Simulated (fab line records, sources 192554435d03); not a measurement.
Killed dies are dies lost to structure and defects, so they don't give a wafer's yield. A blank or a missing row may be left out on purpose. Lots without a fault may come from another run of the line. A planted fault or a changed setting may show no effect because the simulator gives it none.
Which tool did it? | flow n5_finfet | 9 lots, 27 wafers sampled, at 7 steps of a route of 1938

WHAT THE GAUGES READ, wafer by wafer
N5_BEOL_M9_OCD_MEAS_38. Usual: trench_depth_nm 150 nm, standard deviation 3.
lot  | measured     | on     | trench_depth_nm (nm) | flag
L726 | day 9 12:14  | ocd-01 | 149 154 150          |
L727 | day 10 04:04 | ocd-02 | 151 151 152          |
L729 | day 10 16:31 | ocd-02 | 149 147 150          |
L732 | day 11 08:33 | ocd-02 | 157 148 158          |
L735 | day 12 07:34 | ocd-02 | 154 152 150          |
L737 | day 12 08:02 | ocd-02 | 150 150 148          |
L740 | day 13 15:22 | ocd-01 | 150 150 152          |
L742 | day 14 02:17 | ocd-01 | 153 148 155          |
L744 | day 14 12:23 | ocd-01 | 146 153 131          |

N5_BEOL_M9_THK_MEAS_53: measures by xrf. Usual: M9_THK 133 nm, standard deviation 3.4.
lot  | measured     | on            | M9_THK (nm) | flag
L726 | day 9 14:39  | film_metro-02 | 133 137 134 |
L727 | day 10 06:32 | film_metro-01 | 133 135 137 |
L729 | day 10 20:18 | film_metro-01 | 133 132 132 |
L732 | day 11 10:54 | film_metro-02 | 140 132 140 |
L735 | day 12 10:19 | film_metro-02 | 137 134 132 |
L737 | day 12 10:35 | film_metro-02 | 133 134 134 |
L740 | day 13 17:53 | film_metro-01 | 135 136 137 |
L742 | day 14 05:22 | film_metro-01 | 135 131 138 |
L744 | day 14 14:48 | film_metro-01 | 128 136 114 |

N5_BEOL_M9_RS_MEAS_57: measures by four-point-probe. Usual: M9_RS 0.153 ohm/sq, standard deviation 0.0039.
lot  | measured     | on            | M9_RS (ohm/sq)    | flag
L726 | day 9 14:47  | film_metro-01 | 0.154 0.148 0.153 |
L727 | day 10 06:40 | film_metro-02 | 0.153 0.150 0.150 |
L729 | day 10 20:27 | film_metro-01 | 0.154 0.155 0.155 |
L732 | day 11 11:02 | film_metro-01 | 0.144 0.155 0.145 |
L735 | day 12 10:27 | film_metro-01 | 0.147 0.151 0.153 |
L737 | day 12 10:45 | film_metro-02 | 0.152 0.152 0.152 |
L740 | day 13 18:01 | film_metro-02 | 0.151 0.149 0.149 |
L742 | day 14 05:30 | film_metro-01 | 0.150 0.156 0.147 |
L744 | day 14 14:56 | film_metro-02 | 0.160 0.150 0.182 |

WHICH TOOL RAN EACH LOT (tool, then ch and the chambers of the sampled wafers, then the start)
lot  | N5_BEOL_M9_ETCH_76                 | N5_BEOL_M9_TRENCH_ETCH_37          | N5_BEOL_M9_STRIP_80                           | N5_BEOL_M9_PRE_CLEAN_45
L726 | rie_diel-04 ch 1,2, day 9 11:48    | rie_diel-04 ch 1,2, day 9 12:03    | rie_diel-04 ch 1,2, day 9 12:14 or earlier    | pvd_sputter-03, day 9 13:04
L727 | rie_diel-04 ch 0,3, day 10 03:38   | rie_diel-04 ch 0,3, day 10 03:53   | rie_diel-04 ch 0,3, day 10 04:04 or earlier   | pvd_sputter-02, day 10 04:53
L729 | rie_diel-04 ch 0,2,3, day 10 16:05 | rie_diel-04 ch 0,2,3, day 10 16:20 | rie_diel-04 ch 0,2,3, day 10 16:31 or earlier | pvd_sputter-02, day 10 17:20
L732 | rie_diel-01 ch 0,3, day 11 08:08   | rie_diel-01 ch 0,3, day 11 08:22   | rie_diel-01 ch 0,3, day 11 08:33 or earlier   | pvd_sputter-01, day 11 09:28
L735 | rie_diel-04 ch 0,1,2, day 12 07:08 | rie_diel-04 ch 0,1,2, day 12 07:23 | rie_diel-04 ch 0,1,2, day 12 07:34 or earlier | pvd_sputter-03, day 12 08:37
L737 | rie_diel-03 ch 1,2, day 12 07:37   | rie_diel-03 ch 1,2, day 12 07:52   | rie_diel-03 ch 1,2, day 12 08:02 or earlier   | pvd_sputter-02, day 12 08:45
L740 | rie_diel-04 ch 0,2, day 13 14:56   | rie_diel-04 ch 0,2, day 13 15:11   | rie_diel-04 ch 0,2, day 13 15:22 or earlier   | pvd_sputter-03, day 13 16:32
L742 | rie_diel-01 ch 0,1,2, day 14 01:52 | rie_diel-01 ch 0,1,2, day 14 02:07 | rie_diel-01 ch 0,1,2, day 14 02:17 or earlier | pvd_sputter-01, day 14 03:51
L744 | rie_diel-01 ch 0,2,3, day 14 11:58 | rie_diel-01 ch 0,2,3, day 14 12:13 | rie_diel-01 ch 0,2,3, day 14 12:23 or earlier | pvd_sputter-03, day 14 13:20
- N5_BEOL_M9_ETCH_76: etches underlayer in N2/H2, target depth 6.5 nm, time 5.2 s.
- N5_BEOL_M9_TRENCH_ETCH_37: etches SiCOH lowk in C4F6/O2, target depth 151.43 nm, time 49 s.
- N5_BEOL_M9_STRIP_80: strips in N2/H2, time 10 s.
- N5_BEOL_M9_PRE_CLEAN_45: time 30 s.

WHAT THE TOOLS THEMSELVES READ (means of the sampled wafers that have a number; where no wafer has one, the mark that the record gives instead)
N5_BEOL_M9_ETCH_76. Usual: bias_w 150.0 W, standard deviation 0.45; chamber_pressure_mTorr 30.00 mTorr, standard deviation 0.035; drypump_motor_current_A 5.6 A, standard deviation 0.44; etch_rf_on_time_s 5.21 s, standard deviation 0.12; h2_flow_sccm 200.0 sccm, standard deviation 0.58; oes_product_au 0.64 a.u., standard deviation 0.079; rf_vpp_V 523.4 V, standard deviation 2.7; showerhead_plenum_p_Torr 2.52 Torr, standard deviation 0.083; throttle_valve_pct 17.95 %, standard deviation 0.27.
lot  | tool        | bias_w (W) | chamber_pressure_mTorr (mTorr) | drypump_motor_current_A (A) | etch_rf_on_time_s (s) | h2_flow_sccm (sccm) | oes_product_au (a.u.) | rf_vpp_V (V) | showerhead_plenum_p_Torr (Torr) | throttle_valve_pct (%) | flag
L726 | rie_diel-04 | 149.9      | 29.99                          | 5.9                         | 5.20                  | 199.8               | 0.68                  | 524.7        | 2.58                            | 17.55                  |
L727 | rie_diel-04 | 149.6      | 30.04                          | 5.1                         | 5.11                  | 200.3               | 0.60                  | 520.6        | 2.44                            | 18.24                  |
L729 | rie_diel-04 | 150.2      | 30.00                          | 5.5                         | 5.23                  | 199.7               | 0.60                  | 522.4        | 2.51                            | 18.04                  |
L732 | rie_diel-01 | 150.0      | 30.01                          | 5.5                         | 5.11                  | 200.5               | 0.74                  | 525.1        | 2.54                            | 17.82                  |
L735 | rie_diel-04 | 149.7      | 29.99                          | 5.5                         | 5.18                  | 200.0               | 0.65                  | 521.9        | 2.51                            | 17.82                  |
L737 | rie_diel-03 | 150.3      | 30.04                          | 5.6                         | 5.28                  | 200.3               | 0.62                  | 521.5        | 2.45                            | 18.13                  |
L740 | rie_diel-04 | 149.8      | 30.01                          | 5.4                         | 5.25                  | 199.5               | 0.57                  | 524.1        | 2.55                            | 17.83                  |
L742 | rie_diel-01 | 149.6      | 30.06                          | 5.9                         | 5.14                  | 199.3               | 0.70                  | 525.0        | 2.55                            | 17.81                  |
L744 | rie_diel-01 | 150.2      | 29.98                          | 5.8                         | 5.21                  | 199.5               | 0.65                  | 523.1        | 2.51                            | 17.98                  |

N5_BEOL_M9_TRENCH_ETCH_37. Usual: bias_w 185.0 W, standard deviation 0.56; chamber_pressure_mTorr 29.998 mTorr, standard deviation 0.028; drypump_motor_current_A 5.6 A, standard deviation 0.44; oes_product_au 0.75 a.u., standard deviation 0.091; rf_vpp_V 663 V, standard deviation 11; showerhead_plenum_p_Torr 2.83 Torr, standard deviation 0.084; throttle_valve_pct 21.06 %, standard deviation 0.25.
lot  | tool        | bias_w (W) | chamber_pressure_mTorr (mTorr) | drypump_motor_current_A (A) | oes_product_au (a.u.) | rf_vpp_V (V) | showerhead_plenum_p_Torr (Torr) | throttle_valve_pct (%) | flag
L726 | rie_diel-04 | 184.4      | 30.022                         | 5.9                         | 0.80                  | 666          | 2.89                            | 20.67                  |
L727 | rie_diel-04 | 185.1      | 29.995                         | 5.1                         | 0.70                  | 672          | 2.75                            | 21.24                  |
L729 | rie_diel-04 | 184.5      | 30.017                         | 5.5                         | 0.69                  | 667          | 2.82                            | 21.05                  |
L732 | rie_diel-01 | 184.6      | 29.985                         | 5.5                         | 0.87                  | 651          | 2.83                            | 20.88                  |
L735 | rie_diel-04 | 185.0      | 30.025                         | 5.5                         | 0.77                  | 669          | 2.81                            | 20.90                  |
L737 | rie_diel-03 | 185.5      | 29.972                         | 5.6                         | 0.72                  | 652          | 2.77                            | 21.29                  |
L740 | rie_diel-04 | 184.6      | 29.997                         | 5.4                         | 0.68                  | 664          | 2.85                            | 20.81                  |
L742 | rie_diel-01 | 185.1      | 29.985                         | 5.9                         | 0.81                  | 655          | 2.86                            | 20.89                  |
L744 | rie_diel-01 | 169.8      | 30.005                         | 5.8                         | 0.74                  | 605          | 2.80                            | 20.96                  | OFF

N5_BEOL_M9_STRIP_80. Usual: bias_power_w 6.999 W, standard deviation 0.021; chamber_pressure_mTorr 20.000 mTorr, standard deviation 0.018; drypump_motor_current_A 5.6 A, standard deviation 0.44; h2_flow_sccm 200.0 sccm, standard deviation 0.6; oes_product_au 0.75 a.u., standard deviation 0.092; rf_vpp_V 59.1 V, standard deviation 0.83; showerhead_plenum_p_Torr 2.52 Torr, standard deviation 0.083; throttle_valve_pct 23.7 %, standard deviation 0.32.
lot  | tool        | bias_power_w (W) | chamber_pressure_mTorr (mTorr) | drypump_motor_current_A (A) | h2_flow_sccm (sccm) | oes_product_au (a.u.) | rf_vpp_V (V) | showerhead_plenum_p_Torr (Torr) | throttle_valve_pct (%) | flag
L726 | rie_diel-04 | 6.988            | 20.003                         | 5.9                         | 199.3               | 0.80                  | 59.8         | 2.58                            | 23.3                   |
L727 | rie_diel-04 | 6.982            | 19.998                         | 5.1                         | 200.0               | 0.69                  | 58.9         | 2.44                            | 24.1                   |
L729 | rie_diel-04 | 6.997            | 20.003                         | 5.5                         | 199.3               | 0.69                  | 59.2         | 2.51                            | 23.8                   |
L732 | rie_diel-01 | 7.008            | 20.013                         | 5.5                         | 200.3               | 0.87                  | 59.1         | 2.53                            | 23.6                   |
L735 | rie_diel-04 | 7.006            | 19.997                         | 5.5                         | 199.5               | 0.77                  | 59.6         | 2.50                            | 23.6                   |
L737 | rie_diel-03 | 6.994            | 19.987                         | 5.6                         | 200.5               | 0.72                  | 58.8         | 2.44                            | 24.0                   |
L740 | rie_diel-04 | 6.999            | 19.988                         | 5.5                         | 200.3               | 0.68                  | 59.5         | 2.54                            | 23.6                   |
L742 | rie_diel-01 | 7.016            | 19.990                         | 5.9                         | 200.0               | 0.81                  | 58.4         | 2.55                            | 23.6                   |
L744 | rie_diel-01 | 7.007            | 19.991                         | 5.8                         | 200.1               | 0.77                  | 59.3         | 2.50                            | 23.7                   |

N5_BEOL_M9_PRE_CLEAN_45. Usual: heater_power_w 321 W, standard deviation 24.
lot  | tool           | heater_power_w (W) | flag
L726 | pvd_sputter-03 | 336                |
L727 | pvd_sputter-02 | 303                |
L729 | pvd_sputter-02 | 299                |
L732 | pvd_sputter-01 | 324                |
L735 | pvd_sputter-03 | 321                |
L737 | pvd_sputter-02 | 304                |
L740 | pvd_sputter-03 | 327                |
L742 | pvd_sputter-01 | 325                |
L744 | pvd_sputter-03 | 349                |

THE ANSWER, worked out from the rows above alone
Rule: a lot is off if the mean of its wafers that have a number lies more than 3 standard deviations from the usual mean. A lot without any number at a reading at which 4 lots or more have one is off too. The other lots that the step has rows for count as sound. The gauges are gone through in route order, then the tools' own readings, and for those a lot's mean is taken as printed above. The first step at which some lot is off is used, and at that step the reading that is off furthest; a lot without a number counts as furthest.
Off: L744, at N5_BEOL_M9_TRENCH_ETCH_37 (bias_w).
A tool fits if, at that step or a process step before it, it ran every lot that is off, and no sound lot after the first of them. One fits: rie_diel-01 at N5_BEOL_M9_ETCH_76 and N5_BEOL_M9_TRENCH_ETCH_37. At N5_BEOL_M9_ETCH_76 its last sound lot is L742 (day 14 01:52), its first lot that is off L744 (day 14 11:58): a fault that began between those two fits.

WHAT THE SIMULATOR HAD PUT IN
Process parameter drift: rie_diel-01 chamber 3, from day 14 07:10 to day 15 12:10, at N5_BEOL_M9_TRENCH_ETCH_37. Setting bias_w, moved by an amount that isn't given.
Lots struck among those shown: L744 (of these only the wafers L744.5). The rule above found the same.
